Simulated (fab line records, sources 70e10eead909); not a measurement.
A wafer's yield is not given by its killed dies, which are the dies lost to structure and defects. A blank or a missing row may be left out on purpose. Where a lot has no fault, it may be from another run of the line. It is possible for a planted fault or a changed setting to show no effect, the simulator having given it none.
fab line records | flow nandHarc
[record] lots = 6 | wafers = 18 | lastDay = 33
route steps=1302 shown P_CONTACT@249 P_M0@253 END@1302
lots that met no fault: from a run of the same line without faults
startH: hours from the record's first day to the start of the lot's first wafer shown | waitH: hours since the lot's step before | " repeats the value in the row above | L1.1+2: a single row standing in for several wafers | - no value, or no start given | * or withheld: withheld | < > ~ a bound
route shown NAME@n: NAME is a module with steps in the file, n the number in the route of the first one | usual: mean/standard deviation of fault-free wafers | same: alike in all rows | chamber/n: place in a boat | sites: readings site by site | _std_site: their standard deviation | _edge_site: outer sites' mean less inner sites' | radiusMm: for every site, how far away it sits from the centre of the wafer | mask NAME#n: copy n | behind: tool/chamber where the wafer was last shaped | hold: what put the lot on hold/how long, in hours/how the hold closed | device: transistor that didn't switch, given as n, p or np | end of line: the route-end tests of the same wafers | step lacking rows: just its recipe | killed: count of dies lost to structure and defects at first sort (not the wafer's yield) | map: a wafer's dies, x killed, . not, _ none there
set.NAME: the setting as run; set.NAME@STEP: as run at that earlier step | model.NAME: the simulator's own value behind a step, which no gauge read
lots at selected steps of the route; one table per step, one row per wafer
services: from which hour (startH, from the record's first day; less than 0 if before it) a tool's chamber was out of use, for how many hours, and why
[[steps]]
[step NHARC_P_CONTACT_CMP_24]
[recipe] tOverpolishS = 30 | targetThkNm = 200
[usual] motorCurrentA = 11.7/1.2 | overpolishRunS = 30.001/0.0082 | retainingRingPressureFrac = 1.000/0.0046 | timeToEndpointS = 41/3.6
lot.wafer | tool   | chamber | startH | waitH | motorCurrentA | overpolishRunS | retainingRingPressureFrac | timeToEndpointS
L488.1    | cmp-02 | 1       | 123.21 | 0.6   | 13.3          | 30.004         | 1.000                     | 45
L488.6    | "      | 3       | "      | "     | 10.5          | 29.990         | 0.990                     | 39
L488.5    | "      | 0       | "      | "     | 9.8           | 29.994         | 1.004                     | 41
L494.1    | cmp-02 | 1       | 177.74 | 0.6   | 13.8          | 30.009         | 0.991                     | 40
L494.2    | "      | 2       | "      | "     | 12.2          | 30.001         | 1.000                     | 40
L494.5    | "      | 0       | "      | "     | 9.9           | 30.002         | 0.996                     | 39
L497.3    | cmp-02 | 2       | 219.01 | 0.3   | 11.9          | 30.028         | 1.002                     | 43
L497.4    | "      | 1       | "      | "     | 14.6          | 30.016         | 1.004                     | 43
L497.5    | "      | 3       | "      | "     | 10.8          | 30.008         | 1.001                     | 35
L509.2    | cmp-04 | 3       | 327.81 | 0.5   | 10.5          | 30.004         | 0.996                     | 36
L509.5    | "      | 1       | "      | "     | 12.3          | 30.000         | 1.002                     | 41
L509.6    | "      | 2       | "      | "     | 12.4          | 30.008         | 1.005                     | 43
L510.4    | cmp-01 | 0       | 339.90 | 0.3   | 12.0          | 30.001         | 0.999                     | 42
L510.6    | "      | 0       | "      | "     | 11.7          | 30.011         | 0.994                     | 37
L510.5    | "      | 1       | "      | "     | 13.3          | 29.991         | 1.007                     | 44
L511.3    | cmp-04 | 1       | 346.86 | 0.4   | 12.7          | 30.009         | 0.993                     | 39
L511.2    | "      | 2       | "      | "     | 13.2          | 30.006         | 0.996                     | 43
L511.4    | "      | 3       | "      | "     | 10.7          | 29.988         | 0.996                     | 34
[step NHARC_P_CONTACT_SRD_26]
[step NHARC_P_CONTACT_INSPECT_27]
[usual] rawDefectCount = 283/92
lot.wafer | tool             | chamber | startH | waitH | rawDefectCount
L488.1    | defectInspect-02 | -       | 123.56 | 0.1   | 394
L488.5    | "                | -       | "      | "     | 231
L488.6    | "                | -       | "      | "     | 232
L494.1    | defectInspect-01 | -       | 178.09 | 0.1   | 243
L494.2    | "                | -       | "      | "     | 200
L494.5    | "                | -       | "      | "     | 344
L497.3    | defectInspect-01 | -       | 219.42 | 0.1   | 354
L497.4    | "                | -       | "      | "     | 195
L497.5    | "                | -       | "      | "     | 227
L509.2    | defectInspect-02 | -       | 328.18 | 0.1   | 354
L509.5    | "                | -       | "      | "     | 262
L509.6    | "                | -       | "      | "     | 415
L510.4    | defectInspect-01 | -       | 340.31 | 0.1   | 317
L510.5    | "                | -       | "      | "     | 208
L510.6    | "                | -       | "      | "     | 345
L511.2    | defectInspect-01 | -       | 347.29 | 0.1   | 196
L511.3    | "                | -       | "      | "     | 92
L511.4    | "                | -       | "      | "     | 193
[step NHARC_P_M0_DEP_00]
[recipe] targetThkA = 1500 | targetThkNm = 150 | tempC = withheld | pressureTorr = 5 | flowSccm = 200 | rfW = 600 | material = SiOC
[step NHARC_P_M0_DEHYDRATE_01]
[recipe] tempC = 150 | timeS = 120
[step NHARC_P_M0_HMDS_02]
[recipe] timeS = 30
[step NHARC_P_M0_COAT_33]
[recipe] tempC = 200 | timeS = 65
[step NHARC_P_M0_COAT_03]
[recipe] spinRpm = 1500 | resistThkNm = 90
[step NHARC_P_M0_SOFTBAKE_04]
[recipe] tempC = 105 | timeS = 55
[step NHARC_P_M0_EBR_05]
[step NHARC_P_M0_EXPOSE_06]
[recipe] na = 1.35 | targetCdNm = 90 | doseMj = 81.28 | maskId = P_M0
[step NHARC_P_M0_PEB_07]
[recipe] pebTempC = 100 | pebTimeS = 65
[usual] heaterPowerTotalW = 156.6/0.41 | plateTempC = 99.98/0.14
lot.wafer | tool          | chamber | startH | waitH | heaterPowerTotalW | plateTempC
L488.1    | lithoTrack-06 | 0       | 124.39 | 0.1   | 157.2             | 99.97
L488.5    | "             | 0       | "      | "     | 157.1             | 99.83
L488.6    | "             | 0       | "      | "     | 157.1             | 99.84
L494.1    | lithoTrack-06 | 0       | 178.91 | 0.1   | 156.1             | 100.25
L494.2    | "             | 0       | "      | "     | 156.1             | 100.35
L494.5    | "             | 0       | "      | "     | 156.1             | 100.27
L497.3    | lithoTrack-01 | 0       | 220.24 | 0.0   | 156.2             | 99.90
L497.4    | "             | 0       | "      | "     | 156.8             | 99.81
L497.5    | "             | 0       | "      | "     | 156.1             | 99.80
L509.2    | lithoTrack-01 | 0       | 329.03 | 0.1   | 152.7             | 97.95
L509.5    | "             | 0       | "      | "     | 152.9             | 97.89
L509.6    | "             | 0       | "      | "     | 153.1             | 97.89
L510.4    | lithoTrack-01 | 0       | 341.13 | 0.0   | 152.0             | 98.04
L510.5    | "             | 0       | "      | "     | 152.5             | 98.10
L510.6    | "             | 0       | "      | "     | 152.0             | 98.10
L511.2    | lithoTrack-04 | 0       | 348.12 | 0.1   | 156.2             | 99.86
L511.3    | "             | 0       | "      | "     | 157.2             | 99.89
L511.4    | "             | 0       | "      | "     | 156.2             | 99.97
[step NHARC_P_M0_DEVELOP_08]
[recipe] developTimeS = 35 | devTempC = 23
[step NHARC_P_M0_CD_MEAS_09]
[recipe] targetCdNm = 90 | landingEnergyEv = 500
[usual] cdNm = 89.6/0.7
lot.wafer | tool     | chamber | startH | waitH | cdNm
L488.1    | cdSem-01 | 0       | 124.47 | -     | 88.3
L488.5    | "        | 0       | "      | "     | 89.8
L488.6    | "        | 0       | "      | "     | 88.5
L494.1    | cdSem-02 | 0       | 178.99 | -     | 88.0
L494.2    | "        | 0       | "      | "     | 90.1
L494.5    | "        | 0       | "      | "     | 89.3
L497.3    | cdSem-03 | 0       | 220.32 | -     | 89.4
L497.4    | "        | 0       | "      | "     | 90.4
L497.5    | "        | 0       | "      | "     | 89.6
L509.2    | cdSem-01 | 0       | 329.12 | -     | 81.9
L509.5    | "        | 0       | "      | "     | 82.9
L509.6    | "        | 0       | "      | "     | 82.9
L510.4    | cdSem-01 | 0       | 341.22 | -     | 82.0
L510.5    | "        | 0       | "      | "     | 82.5
L510.6    | "        | 0       | "      | "     | 82.9
L511.2    | cdSem-01 | 0       | 348.20 | -     | 89.6
L511.3    | "        | 0       | "      | "     | 89.7
L511.4    | "        | 0       | "      | "     | 90.5
[step NHARC_P_M0_OVL_MEAS_10]
[recipe] pitchNm = 180
[usual] overlayXNm = 0.1/0.78 | overlayYNm = 0.1/0.8
lot.wafer | tool       | chamber | startH | waitH | overlayXNm | overlayYNm
L488.1    | overlay-02 | -       | 124.56 | -     | -0.3       | -0.3
L488.5    | "          | -       | "      | "     | 0.1        | -0.1
L488.6    | "          | -       | "      | "     | 0.3        | 0.0
L494.1    | overlay-01 | -       | 179.08 | -     | -0.9       | 0.6
L494.2    | "          | -       | "      | "     | -0.5       | 0.9
L494.5    | "          | -       | "      | "     | -0.6       | 1.4
L497.3    | overlay-01 | -       | 220.41 | -     | 0.7        | 1.3
L497.4    | "          | -       | "      | "     | 1.1        | 1.0
L497.5    | "          | -       | "      | "     | 1.3        | 0.9
L509.2    | overlay-01 | -       | 329.20 | -     | -1.0       | 1.4
L509.5    | "          | -       | "      | "     | -0.8       | 1.3
L509.6    | "          | -       | "      | "     | -0.6       | 0.9
L510.4    | overlay-02 | -       | 341.30 | -     | 0.8        | 0.6
L510.5    | "          | -       | "      | "     | 0.5        | 0.2
L510.6    | "          | -       | "      | "     | 0.6        | -0.5
L511.2    | overlay-01 | -       | 348.28 | -     | 2.0        | 0.0
L511.3    | "          | -       | "      | "     | 2.2        | -0.5
L511.4    | "          | -       | "      | "     | 2.5        | -0.4
[step NHARC_P_M0_INSPECT_11]
[usual] rawDefectCount = 4.6/2.6
lot.wafer | tool             | chamber | startH | waitH | rawDefectCount
L488.1    | defectInspect-02 | -       | 124.59 | 0.0   | 5
L488.5    | "                | -       | "      | "     | 1
L488.6    | "                | -       | "      | "     | 1
L494.1    | defectInspect-02 | -       | 179.12 | 0.0   | 6
L494.2    | "                | -       | "      | "     | 10
L494.5    | "                | -       | "      | "     | 9
L497.3    | defectInspect-02 | -       | 220.44 | 0.0   | 8
L497.4    | "                | -       | "      | "     | 5
L497.5    | "                | -       | "      | "     | 4
L509.2    | defectInspect-02 | -       | 329.24 | 0.0   | 4
L509.5    | "                | -       | "      | "     | 5
L509.6    | "                | -       | "      | "     | 11
L510.4    | defectInspect-02 | -       | 341.34 | 0.0   | 7
L510.5    | "                | -       | "      | "     | 7
L510.6    | "                | -       | "      | "     | 2
L511.2    | defectInspect-02 | -       | 348.32 | 0.0   | 5
L511.3    | "                | -       | "      | "     | 9
L511.4    | "                | -       | "      | "     | 7
[step NHARC_P_M0_DESCUM_14]
[recipe] timeS = 3 | o2FlowSccm = 200 | arFlowSccm = 0 | biasPowerW = 0 | chemistry = O2
[usual] drypumpMotorCurrentA = 5.5/0.45 | oesProductAu = 0.997/0.012 | rfVppV = 57.8/0.88 | showerheadPlenumPTorr = 1.92/0.092 | throttleValvePct = 11.311/0.0089
[same] biasPowerW = 0
lot.wafer | tool       | chamber | startH | waitH | drypumpMotorCurrentA | oesProductAu | rfHoursCounterH | rfVppV | showerheadPlenumPTorr | throttleValvePct | model.P_M0.cdNm
L488.1    | rieDiel-09 | 3       | 124.65 | 0.1   | 6.6                  | 1.005        | 52              | 58.2   | 2.01                  | 11.313           | 88.44
L488.6    | "          | 3       | "      | "     | 6.6                  | 1.007        | -               | 58.5   | 2.01                  | 11.316           | 88.45
L488.5    | "          | 0       | "      | "     | 5.3                  | 1.007        | -               | 58.4   | 1.94                  | 11.298           | 89.55
L494.1    | rieDiel-09 | 0       | 179.18 | 0.1   | 5.3                  | 1.019        | 9               | 58.3   | 1.94                  | 11.314           | 88.43
L494.2    | "          | 2       | "      | "     | 5.5                  | 1.015        | 9               | 57.6   | 1.97                  | 11.319           | 90.37
L494.5    | "          | 1       | "      | "     | 5.6                  | 1.005        | -               | 59.5   | 2.02                  | 11.310           | 88.27
L497.3    | rieDiel-09 | 0       | 220.52 | 0.1   | 5.3                  | 1.008        | 21              | 58.2   | 1.93                  | 11.313           | 89.71
L497.4    | "          | 1       | "      | "     | 5.6                  | 0.999        | 21              | 59.0   | 2.02                  | 11.327           | 90.13
L497.5    | "          | 3       | "      | "     | 6.6                  | 0.997        | -               | 57.1   | 2.01                  | 11.306           | 89.09
L509.2    | rieDiel-09 | 2       | 329.51 | 0.3   | 5.5                  | 1.022        | 0               | 57.7   | 1.95                  | 11.305           | 81.91
L509.5    | "          | 2       | "      | "     | 5.5                  | 1.015        | -               | 58.3   | 1.95                  | 11.285           | 83.28
L509.6    | "          | 0       | "      | "     | 5.3                  | 0.993        | -               | 58.5   | 1.92                  | 11.318           | 82.83
L510.5    | rieDiel-09 | 0       | 341.44 | 0.1   | 5.3                  | 0.981        | -               | 58.1   | 1.92                  | 11.314           | 82.63
L510.4    | "          | 2       | "      | "     | 5.5                  | 1.022        | -               | 57.8   | 1.95                  | 11.307           | 82.5
L510.6    | "          | 3       | "      | "     | 6.6                  | 0.995        | -               | 56.6   | 1.99                  | 11.312           | 82.08
L511.4    | rieDiel-03 | 3       | 348.39 | 0.1   | 5.4                  | 0.993        | 10              | 58.0   | 2.03                  | 11.315           | 91.19
L511.3    | "          | 0       | "      | "     | 5.8                  | 0.991        | 10              | 56.7   | 1.79                  | 11.298           | 89.86
L511.2    | "          | 1       | "      | "     | 5.0                  | 0.991        | 11              | 59.0   | 1.94                  | 11.292           | 89.75
[step NHARC_P_M0_ETCH_34]
[recipe] targetDepthA = 400 | overetchA = 120 | timeS = 43.94 | ionEnergyEv = 200 | n2FlowSccm = 150 | h2FlowSccm = 150 | arFlowSccm = 0 | rfW = 400 | biasW = 150 | chemistry = N2/H2
[usual] drypumpMotorCurrentA = 5.5/0.44 | n2FlowSccm = 150.0/0.41 | oesProductAu = 0.999/0.012 | rfVppV = 430.7/2.9 | showerheadPlenumPTorr = 2.04/0.1 | throttleValvePct = 14.172/0.0088
lot.wafer | tool       | chamber | startH | waitH | drypumpMotorCurrentA | n2FlowSccm | oesProductAu | rfHoursCounterH | rfVppV | showerheadPlenumPTorr | throttleValvePct
L488.1    | rieDiel-09 | 2       | 124.74 | 0.1   | 5.5                  | 150.2      | 0.992        | 48              | 433.9  | 2.10                  | 14.174
L488.6    | "          | 2       | "      | "     | 5.5                  | 149.5      | 0.991        | -               | 432.0  | 2.10                  | 14.178
L488.5    | "          | 3       | "      | "     | 6.6                  | 149.3      | 1.003        | -               | 434.4  | 2.15                  | 14.173
L494.1    | rieDiel-09 | 1       | 179.34 | 0.2   | 5.5                  | 149.8      | 1.005        | 10              | 434.0  | 2.16                  | 14.180
L494.2    | "          | 2       | "      | "     | 5.5                  | 150.4      | 1.027        | 9               | 432.9  | 2.10                  | 14.178
L494.5    | "          | 1       | "      | "     | 5.5                  | 150.6      | 1.000        | -               | 432.2  | 2.16                  | 14.165
L497.3    | rieDiel-09 | 3       | 220.59 | 0.1   | 6.6                  | 149.6      | 1.005        | 20              | 434.5  | 2.14                  | 14.180
L497.4    | "          | 0       | "      | "     | 5.3                  | 150.7      | 1.012        | 21              | 430.5  | 2.06                  | 14.174
L497.5    | "          | 0       | "      | "     | 5.3                  | 150.9      | 1.004        | -               | 430.6  | 2.06                  | 14.150
L509.2    | rieDiel-09 | 0       | 329.74 | 0.2   | 5.3                  | 149.4      | 0.986        | 0               | 431.0  | 2.05                  | 14.175
L509.5    | "          | 3       | "      | "     | 6.6                  | 150.8      | 0.996        | -               | 432.5  | 2.13                  | 14.162
L509.6    | "          | 0       | "      | "     | 5.3                  | 150.0      | 0.979        | -               | 430.9  | 2.05                  | 14.174
L510.4    | rieDiel-09 | 2       | 341.53 | 0.1   | 5.5                  | 149.6      | 1.013        | -               | 431.4  | 2.08                  | 14.176
L510.5    | "          | 3       | "      | "     | 6.6                  | 150.4      | 0.999        | -               | 433.8  | 2.13                  | 14.171
L510.6    | "          | 0       | "      | "     | 5.3                  | 150.4      | 0.988        | -               | 430.8  | 2.05                  | 14.167
L511.2    | rieDiel-03 | 0       | 348.47 | 0.1   | 5.8                  | 150.1      | 0.983        | 10              | 427.0  | 1.91                  | 14.188
L511.4    | "          | 1       | "      | "     | 5.0                  | 149.2      | 0.984        | 11              | 431.3  | 2.07                  | 14.175
L511.3    | "          | 2       | "      | "     | 5.4                  | 150.1      | 0.978        | 9               | 425.4  | 1.89                  | 14.171
[step NHARC_P_M0_ETCH_15]
[recipe] targetDepthA = 1500 | overetchA = 150 | timeS = 82.5 | c4f8FlowSccm = withheld | arFlowSccm = 400 | rfW = 600 | biasW = 300 | chemistry = C4F8/Ar
[usual] oesProductAu = 0.951/0.022 | rfVppV = 441.1/2.9
lot.wafer | tool       | chamber | startH | waitH | oesProductAu | rfHoursCounterH | rfVppV | model.P_M0.cdNm
L488.1    | rieDiel-09 | 1       | -      | -     | 0.956        | 46              | 443.9  | 88.64
L488.6    | "          | 0       | "      | "     | 0.960        | -               | 440.8  | 89.01
L488.5    | "          | 1       | "      | "     | 0.954        | -               | 444.1  | 90.11
L494.1    | rieDiel-09 | 2       | -      | -     | 0.959        | 9               | 444.7  | 88.65
L494.2    | "          | 3       | "      | "     | 0.937        | 8               | 443.2  | 91.03
L494.5    | "          | 1       | "      | "     | 0.953        | -               | 442.5  | 88.69
L497.4    | rieDiel-09 | 2       | -      | -     | 0.977        | 22              | 442.6  | 89.5
L497.3    | "          | 1       | "      | "     | 0.978        | 21              | 444.2  | 89.63
L497.5    | "          | 2       | "      | "     | 0.990        | -               | 442.3  | 88.53
L509.2    | rieDiel-09 | 2       | -      | -     | 0.941        | 0               | 443.9  | 81.79
L509.5    | "          | 0       | "      | "     | 0.923        | -               | 440.6  | 82.9
L509.6    | "          | 3       | "      | "     | 0.925        | -               | 443.5  | 82.67
L510.4    | rieDiel-09 | 0       | -      | -     | 0.910        | 6               | 441.5  | 82.9
L510.6    | "          | 1       | "      | "     | 0.995        | -               | 443.5  | 82.29
L510.5    | "          | 2       | "      | "     | 0.954        | -               | 441.6  | 82.34
L511.4    | rieDiel-03 | 1       | -      | -     | 0.969        | 11              | 440.7  | 91.16
L511.2    | "          | 2       | "      | "     | 0.938        | 9               | 437.3  | 89.63
L511.3    | "          | 0       | "      | "     | 0.958        | 10              | 436.8  | 89.86
[step NHARC_P_M0_CD_MEAS_16]
[usual] cdNm = 89.6/1.1
lot.wafer | tool     | chamber | startH | waitH | cdNm
L488.1    | cdSem-02 | -       | 124.95 | -     | 88.9
L488.5    | "        | -       | "      | "     | 90.4
L488.6    | "        | -       | "      | "     | 88.9
L494.1    | cdSem-03 | -       | 179.56 | -     | 88.8
L494.2    | "        | -       | "      | "     | 91.3
L494.5    | "        | -       | "      | "     | 88.9
L497.3    | cdSem-01 | -       | 220.81 | -     | 89.9
L497.4    | "        | -       | "      | "     | 89.5
L497.5    | "        | -       | "      | "     | 88.4
L509.2    | cdSem-02 | -       | 330.14 | -     | 81.7
L509.5    | "        | -       | "      | "     | 82.7
L509.6    | "        | -       | "      | "     | 82.6
L510.4    | cdSem-03 | -       | 343.06 | -     | 83.4
L510.5    | "        | -       | "      | "     | 82.2
L510.6    | "        | -       | "      | "     | 82.3
L511.2    | cdSem-01 | -       | 348.68 | -     | 89.5
L511.3    | "        | -       | "      | "     | 89.9
L511.4    | "        | -       | "      | "     | 91.3
[step NHARC_P_M0_STRIP_18]
[recipe] powerW = 1000 | n2FlowSccm = 150 | h2FlowSccm = 150 | arFlowSccm = 0 | biasW = 0 | chemistry = N2/H2
[usual] drypumpMotorCurrentA = 5.5/0.45 | n2FlowSccm = 150.0/0.45 | oesProductAu = 0.996/0.012 | rfVppV = 90.6/1.1 | showerheadPlenumPTorr = 2.04/0.1 | throttleValvePct = 14.172/0.0091
lot.wafer | tool       | chamber | startH | waitH | drypumpMotorCurrentA | n2FlowSccm | oesProductAu | rfHoursCounterH | rfVppV | showerheadPlenumPTorr | throttleValvePct
L488.1    | rieDiel-09 | 3       | 125.05 | 0.1   | 6.6                  | 150.1      | 1.014        | 52              | 91.4   | 2.15                  | 14.170
L488.6    | "          | 2       | "      | "     | 5.5                  | 150.1      | 1.004        | -               | 88.9   | 2.10                  | 14.155
L488.5    | "          | 3       | "      | "     | 6.6                  | 149.8      | 1.004        | -               | 91.4   | 2.15                  | 14.164
L494.1    | rieDiel-03 | 3       | 179.66 | 0.1   | 5.4                  | 150.0      | 0.992        | 15              | 92.4   | 2.18                  | 14.168
L494.2    | "          | 0       | "      | "     | 5.8                  | 149.9      | 0.983        | 12              | 91.2   | 1.92                  | 14.170
L494.5    | "          | 3       | "      | "     | 5.5                  | 149.8      | 0.994        | -               | 90.5   | 2.18                  | 14.162
L497.4    | rieDiel-09 | 2       | 220.90 | 0.1   | 5.5                  | 150.1      | 1.033        | 22              | 90.5   | 2.09                  | 14.155
L497.3    | "          | 3       | "      | "     | 6.6                  | 150.0      | 1.006        | 20              | 90.8   | 2.14                  | 14.177
L497.5    | "          | 1       | "      | "     | 5.6                  | 150.1      | 1.002        | -               | 90.9   | 2.15                  | 14.189
L509.2    | rieDiel-09 | 2       | 330.53 | 0.4   | 5.5                  | 150.6      | 1.014        | 1               | 89.7   | 2.08                  | 14.167
L509.6    | "          | 3       | "      | "     | 6.6                  | 150.2      | 0.997        | -               | 92.3   | 2.13                  | 14.174
L509.5    | "          | 0       | "      | "     | 5.3                  | 150.1      | 0.993        | -               | 90.1   | 2.05                  | 14.173
L510.4    | rieDiel-03 | 0       | 343.21 | 0.1   | 5.7                  | 149.2      | 0.975        | 10              | 90.5   | 1.91                  | 14.155
L510.6    | "          | 1       | "      | "     | 5.0                  | 150.0      | 0.979        | -               | 89.9   | 2.07                  | 14.164
L510.5    | "          | 2       | "      | "     | 5.4                  | 150.1      | 0.984        | -               | 90.5   | 1.89                  | 14.168
L511.2    | rieDiel-03 | 2       | 348.78 | 0.1   | 5.4                  | 150.1      | 0.979        | 9               | 88.5   | 1.89                  | 14.166
L511.3    | "          | 3       | "      | "     | 5.4                  | 149.1      | 1.005        | 10              | 90.7   | 2.17                  | 14.172
L511.4    | "          | 0       | "      | "     | 5.7                  | 149.7      | 0.986        | 10              | 89.8   | 1.91                  | 14.163
[step NHARC_END_SORT_01]
[recipe] tempC = 25
[usual] defectLimitedYield = 91/3.1 | killedAtArray = 59/21 | killedAtOther = 1.0/1.1 | killedAtPeriphery = 4.0/2.6 | killedDies = 64/21 | killedOpen = 3.2/1.7 | killedShort = 2.5/1.5
[same] grossDies = 677
lot.wafer | tool      | chamber | startH | waitH | defectLimitedYield[%] | killedAtArray | killedAtOther | killedAtPeriphery | killedDies | killedOpen | killedShort
L497.3    | prober-02 | 0       | 664.95 | 3.1   | 92                    | 45            | 1             | 8                 | 54         | 2          | 1
L497.4    | prober-02 | 0       | 665.76 | 3.4   | 92                    | 52            | 1             | 3                 | 56         | 2          | 4
L497.5    | prober-02 | 0       | 666.57 | 3.7   | 92                    | 48            | 1             | 5                 | 54         | 3          | 2
L509.2    | prober-01 | 0       | 774.98 | 2.8   | 90                    | 58            | 1             | 7                 | 66         | 7          | 4
L509.5    | prober-01 | 0       | 777.37 | 3.7   | 91                    | 56            | 3             | 4                 | 63         | 2          | 5
L509.6    | prober-01 | 0       | 778.17 | 4.0   | 90                    | 61            | 0             | 7                 | 68         | 6          | 2
L510.4    | prober-02 | 0       | 784.43 | 3.4   | 91                    | 50            | 1             | 8                 | 59         | 2          | 2
L510.5    | prober-02 | 0       | 785.24 | 3.7   | 91                    | 54            | 2             | 7                 | 63         | 2          | 1
// killed by level:class
L497.3 A_CHANNEL_HOLE_D1:chamberFilmFlake=26 P_GATE:chamberFilmFlake=7 A_CONTACT:chamberFilmFlake=5 A_STAIRCASE:chamberFilmFlake=4 A_SLIT:chamberFilmFlake=4 A_CHANNEL_FILL_D1:chamberFilmFlake=2 P_M1:geometricParticle:open=1 A_CHANNEL_FILL_D1:geometricParticle:open=1
L497.4 A_CHANNEL_HOLE_D1:chamberFilmFlake=33 A_STAIRCASE:chamberFilmFlake=4 A_CONTACT:chamberFilmFlake=4 A_SLIT:chamberFilmFlake=3 A_CHANNEL_FILL_D2:geometricParticle:short=2 P_GATE:chamberFilmFlake=2 A_CHANNEL_FILL_D2:chamberFilmFlake=2 A_DECK1_JOINT:geometricParticle:short=1
L497.5 A_CHANNEL_HOLE_D1:chamberFilmFlake=35 A_SLIT:chamberFilmFlake=4 P_GATE:chamberFilmFlake=3 A_CHANNEL_FILL_D2:chamberFilmFlake=3 P_M0:geometricParticle:open=1 P_M1:geometricParticle:short=1 A_ONON_D1:geometricParticle:short=1 A_ONON_D2:geometricParticle:open=1
L509.2 A_CHANNEL_HOLE_D2:chamberFilmFlake=31 A_CHANNEL_HOLE_D1:chamberFilmFlake=6 A_CONTACT:chamberFilmFlake=5 A_SLIT:chamberFilmFlake=4 P_GATE:chamberFilmFlake=3 A_ONON_D2:geometricParticle:open=2 A_CHANNEL_FILL_D2:geometricParticle:open=2 A_STAIRCASE:chamberFilmFlake=2
L509.5 A_CHANNEL_HOLE_D2:chamberFilmFlake=18 A_CHANNEL_HOLE_D1:chamberFilmFlake=13 A_SLIT:chamberFilmFlake=10 A_STAIRCASE:chamberFilmFlake=4 A_CONTACT:chamberFilmFlake=4 THIN_TSV:chamberFilmFlake=3 A_CHANNEL_FILL_D2:geometricParticle:open=2 P_M0:geometricParticle:short=1
L509.6 A_CHANNEL_HOLE_D2:chamberFilmFlake=35 A_CHANNEL_HOLE_D1:chamberFilmFlake=7 A_SLIT:chamberFilmFlake=7 P_GATE:chamberFilmFlake=4 A_ONON_D1:geometricParticle:open=3 A_STAIRCASE:chamberFilmFlake=2 A_CONTACT:chamberFilmFlake=2 P_GATE:geometricParticle:open=1
L510.4 A_SLIT:chamberFilmFlake=38 A_STAIRCASE:chamberFilmFlake=5 P_STI:chamberFilmFlake=4 A_CONTACT:chamberFilmFlake=2 P_GATE:geometricParticle:open=1 P_M0:geometricParticle:open=1 A_CHANNEL_FILL_D1:geometricParticle:short=1 A_WL_FILL:geometricParticle:short=1
L510.5 A_SLIT:chamberFilmFlake=37 A_CONTACT:chamberFilmFlake=9 A_STAIRCASE:chamberFilmFlake=4 P_STI:chamberFilmFlake=3 P_ZERO_WELL:geometricParticle:open=1 A_CHANNEL_FILL_D2:geometricParticle:open=1 STARTING-WAFER:geometricParticle:short=1 P_ZERO_WELL:chamberFilmFlake=1
[[services]]
tool          | chamber | startH | hours | kind
rieDiel-03    | -       | 104.33 | 9.0   | pm
rieDiel-09    | 1       | 105.40 | 6.4   | repair
cmp-04        | -       | 111.12 | 4.0   | pm
cmp-04        | -       | 134.02 | 1.5   | repair
cmp-02        | -       | 134.50 | 4.0   | pm
cmp-04        | -       | 138.64 | 1.6   | repair
rieDiel-09    | -       | 143.19 | 9.0   | pm
cmp-04        | -       | 143.41 | 1.1   | repair
lithoTrack-01 | -       | 155.00 | 7.0   | pm
rieDiel-03    | 0       | 159.46 | 11.3  | repair
cmp-04        | -       | 161.02 | 1.1   | repair
cmp-02        | -       | 174.41 | 0.9   | repair
rieDiel-09    | 1       | 198.29 | 6.4   | repair
cmp-02        | -       | 232.50 | 4.0   | pm
rieDiel-09    | 1       | 263.44 | 2.9   | repair
cmp-02        | -       | 263.58 | 5.7   | repair
cmp-02        | -       | 279.24 | 1.3   | repair
rieDiel-03    | -       | 281.33 | 9.0   | pm
rieDiel-03    | 2       | 296.32 | 9.7   | repair
cmp-02        | -       | 318.46 | 3.8   | repair
rieDiel-09    | 1       | 319.43 | 1.2   | repair
rieDiel-09    | -       | 320.19 | 9.0   | pm
lithoTrack-01 | -       | 330.00 | 7.0   | pm
cmp-02        | -       | 330.50 | 4.0   | pm
[[key]]
[firstSign] step = NHARC_P_M0_PEB_07 | reading = plateTempC | direction = down | sigmas = 15 | usual = * | struck = *
[effect] step = NHARC_P_M0_PEB_07 | reading = heaterPowerTotalW | direction = down | sigmas = 9.9 | usual = * | struck = *
[effect] step = NHARC_P_M0_CD_MEAS_09 | reading = cdNm | direction = down | sigmas = 10 | usual = 89.6 | struck = 82.5
[effect] step = NHARC_P_M0_CD_MEAS_16 | reading = cdNm | direction = down | sigmas = 6.7 | usual = 89.6 | struck = 82.5
[modelEffect] step = NHARC_P_M0_DESCUM_14 | value = P_M0.cdNm | without = 89.99 | struck = 82.54
[modelEffect] step = NHARC_P_M0_ETCH_15 | value = P_M0.cdNm | without = 89.94 | struck = 82.48
metAt NHARC_P_M0_PEB_07
struckWafers L509.2,L509.5,L509.6,L510.4,L510.5,L510.6
onsetBetween 220.24 329.03
[fault] kind = processParameterDrift | tool = lithoTrack-01 | chamber = - | onsetH = 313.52 | steps = NHARC_P_M0_PEB_07 | channel = pebTempC | offset = * | shape = step | endH = 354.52 | actsIn = * | stated = *
